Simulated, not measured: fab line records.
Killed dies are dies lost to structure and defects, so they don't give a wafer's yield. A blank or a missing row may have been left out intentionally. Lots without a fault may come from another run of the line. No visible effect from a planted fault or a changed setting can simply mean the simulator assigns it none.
Chamber matching / flow nand harc / NHARC_A_STAIRCASE_ETCH_253 on rie diel-02: 4 sister chambers
The step etches the open film in C4F8/O2, target depth 50 nm, time 20.2 s. 16 wafers are shown with their chamber, then 8 later ones without.

## WAFERS, EACH WITH ITS CHAMBER
wafer=L076.2; chamber=3; rf vpp V (V)=887; bias w (W)=997; oes product au (a.u.)=0.924
wafer=L076.4; chamber=1; rf vpp V (V)=903; bias w (W)=998; oes product au (a.u.)=0.926
wafer=L076.6; chamber=0; rf vpp V (V)=888; bias w (W)=1001; oes product au (a.u.)=0.897
wafer=L079.2; chamber=3; rf vpp V (V)=886; bias w (W)=998; oes product au (a.u.)=0.945
wafer=L079.3; chamber=1; rf vpp V (V)=901; bias w (W)=1001; oes product au (a.u.)=0.974
wafer=L079.6; chamber=0; rf vpp V (V)=886; bias w (W)=999; oes product au (a.u.)=0.943
wafer=L080.2; chamber=2; rf vpp V (V)=897; bias w (W)=1004; oes product au (a.u.)=0.958
wafer=L080.5; chamber=0; rf vpp V (V)=886; bias w (W)=1003; oes product au (a.u.)=0.945
wafer=L080.6; chamber=3; rf vpp V (V)=886; bias w (W)=997; oes product au (a.u.)=0.952
wafer=L082.2; chamber=0; rf vpp V (V)=886; bias w (W)=1000; oes product au (a.u.)=0.919
wafer=L082.3; chamber=1; rf vpp V (V)=899; bias w (W)=996; oes product au (a.u.)=0.944
wafer=L082.5; chamber=0; rf vpp V (V)=886; bias w (W)=1005; oes product au (a.u.)=0.924
wafer=L085.1; chamber=0; rf vpp V (V)=886; bias w (W)=998; oes product au (a.u.)=0.970
wafer=L085.3; chamber=2; rf vpp V (V)=900; bias w (W)=998; oes product au (a.u.)=0.946
wafer=L085.6; chamber=0; rf vpp V (V)=886; bias w (W)=1002; oes product au (a.u.)=0.969
wafer=L084.1; chamber=2; rf vpp V (V)=898; bias w (W)=1000; oes product au (a.u.)=0.921

SIGNATURES (means of the wafers above)
reading=rf vpp V; chamber 0=886.29; chamber 1=901.00; chamber 2=898.33; chamber 3=886.33; scatter within a chamber=1.18
reading=bias w; chamber 0=1001.14; chamber 1=998.33; chamber 2=1000.67; chamber 3=997.33; scatter within a chamber=2.36
reading=oes product au; chamber 0=0.93814; chamber 1=0.94800; chamber 2=0.94167; chamber 3=0.94033; scatter within a chamber=0.0235
Rule: a wafer's distance from a chamber is the root of the sum, over the readings, of the square of ((its reading less the chamber's mean) divided by the reading's scatter). If the next closest chamber is less than 2 further off than the closest, the wafer can't be placed; otherwise it belongs to the closest. The scatter is the square root of a quotient: the sum, over the shown wafers, of each reading's squared deviation from its chamber's mean, divided by wafers minus chambers.

## WAFERS WITHOUT THEIR CHAMBER
wafer=L084.2; rf vpp V (V)=901; bias w (W)=1002; oes product au (a.u.)=0.920
wafer=L084.6; rf vpp V (V)=899; bias w (W)=996; oes product au (a.u.)=0.919
wafer=L088.1; rf vpp V (V)=899; bias w (W)=999; oes product au (a.u.)=0.928
wafer=L088.3; rf vpp V (V)=900; bias w (W)=999; oes product au (a.u.)=0.949
wafer=L088.6; rf vpp V (V)=906; bias w (W)=1002; oes product au (a.u.)=0.939
wafer=L097.2; rf vpp V (V)=899; bias w (W)=995; oes product au (a.u.)=0.926
wafer=L097.3; rf vpp V (V)=900; bias w (W)=999; oes product au (a.u.)=0.926
wafer=L097.5; rf vpp V (V)=900; bias w (W)=996; oes product au (a.u.)=0.933

## EACH ONE'S CHAMBER
wafer=L084.2; from the rows above=can't be placed: 1 or 2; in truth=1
wafer=L084.6; from the rows above=can't be placed: 2 or 1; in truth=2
wafer=L088.1; from the rows above=can't be placed: 2 or 1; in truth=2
wafer=L088.3; from the rows above=can't be placed: 1 or 2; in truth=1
wafer=L088.6; from the rows above=can't be placed: 1 or 2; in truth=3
wafer=L097.2; from the rows above=can't be placed: 1 or 2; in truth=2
wafer=L097.3; from the rows above=can't be placed: 1 or 2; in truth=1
wafer=L097.5; from the rows above=can't be placed: 1 or 2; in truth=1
Placed correctly: 0 of 8. Cannot be placed on the basis of these rows: 8; the candidates contain the true chamber in 7. Number placed wrongly: 0.
